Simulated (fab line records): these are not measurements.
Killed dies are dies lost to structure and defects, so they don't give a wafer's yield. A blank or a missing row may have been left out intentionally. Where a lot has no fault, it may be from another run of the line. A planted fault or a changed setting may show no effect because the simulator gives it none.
A struck lot beside a sound one / flow n5Finfet / 16 steps out of a route of 1938
Sound: these wafers, L974.1, L974.2, L974.5. The struck wafers were L985.2, L985.4, L985.6. Last of all comes the cause.
At each step with rows: each side's tool, then ch and its chambers, then its first start. Under that, the readings that differ: sound wafers / struck wafers / difference of the means / sigmas: that difference in standard deviations of wafers without a fault.
alike: same words and numbers on both sides, and readings whose means sit less than 2 such deviations apart. not compared: any withheld reading, any reading some wafer has no value for, any bound like >300 that may hide the same value, and any number with overlapping values for which the record gives no deviation.
The two part at a step that has a row with sigmas, a row that says differs or no value, or rows on one side only. Non-overlapping numbers with no deviation appear without sigmas and do not part them. A reading missing from all wafers of one side parts the sides only when that side holds two or more wafers.

first, 4 steps without rows for these wafers: N5_BEOL_M2_HM_STRIP_39 (strips TiN in peroxide tin strip, target depth 25 nm, time 158 s); N5_BEOL_M2_SRD_40 (time 30 s); N5_BEOL_M2_PRECLEAN_42 (cleans in residue remover, time 60 s); N5_BEOL_M2_SRD_43 (time 30 s).
N5_BEOL_M2_CD_MEAS_35: target cd 18 nm, target cd y 22.2 nm.
  sound: cdSem-03 at day 8 01:13; struck: cdSem-01 at day 11 10:11
  alike: cdNm
N5_BEOL_M2_DEGAS_44: time 60 s.
  sound: pvdSputter-01 at day 8 03:36; struck: pvdSputter-02 at day 11 10:49
  alike: heaterPowerW
N5_BEOL_M2_PRE_CLEAN_45: time 30 s.
  sound: pvdSputter-01 at day 8 03:38; struck: pvdSputter-02 at day 11 10:51
  alike: heaterPowerW
then, 3 steps without rows for these wafers: N5_BEOL_M2_ALD_84 (deposits TaN, pulse time 2 s, purge time 3 s, co reactant purge time 2 s); N5_BEOL_M2_SURFACE_TREAT_85; N5_BEOL_M2_CVD_47 (deposits Co from CCTBA/H2, target thk 3 nm, time 223.8 s).
N5_BEOL_M2_SPUTTER_48: material Cu, target thk 4.5 nm, time 8.29 s.
  sound: pvdSputter-01 at day 8 04:13; struck: pvdSputter-03 at day 11 11:29
  alike: chamberPressurePa, chuckGasFlowSccm, throttleValvePct
N5_BEOL_M2_ANNEAL_49: time 240 s.
  sound: pvdSputter-01 at day 8 04:18; struck: pvdSputter-03 at day 11 11:34
  alike: heaterPowerW
N5_BEOL_M2_SPUTTER_79: material Cu, target thk 4.5 nm, time 8.29 s.
  sound: pvdSputter-01 at day 8 04:26; struck: pvdSputter-03 at day 11 11:42
reading=chamberPressurePa (Pa); sound=0.06995 0.06975 0.06986; struck=0.06553 0.06546 0.06534; difference=-0.00441; sigmas=-31
  alike: chuckGasFlowSccm, throttleValvePct
N5_BEOL_M2_ANNEAL_80: time 240 s.
  sound: pvdSputter-01 at day 8 04:31; struck: pvdSputter-03 at day 11 11:47
  alike: heaterPowerW
N5_BEOL_M4_RC_MEAS_101:
  sound on prober-02 ch 0, day 9 05:48; struck on prober-02 ch 0, day 12 20:07
  alike: DIBL_N, DIBL_P, IOFF_N, IOFF_P, ION_N, ION_P, SS_N, SS_P, VT_N, VT_P
following that, these wafers have no rows for 1 step: N5_PASSIVATION_PROBE_49.

## WHERE THEY PART
Only at N5_BEOL_M2_SPUTTER_79, within this record. Later steps at which nothing parts them and some readings are alike: N5_BEOL_M2_ANNEAL_80, N5_BEOL_M4_RC_MEAS_101.

WHY: what had been put in by the simulator
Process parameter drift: pvdSputter-03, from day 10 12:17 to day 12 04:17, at N5_BEOL_M2_SPUTTER_79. From 0.07, the setting chamberPressurePa moved by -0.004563. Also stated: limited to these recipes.
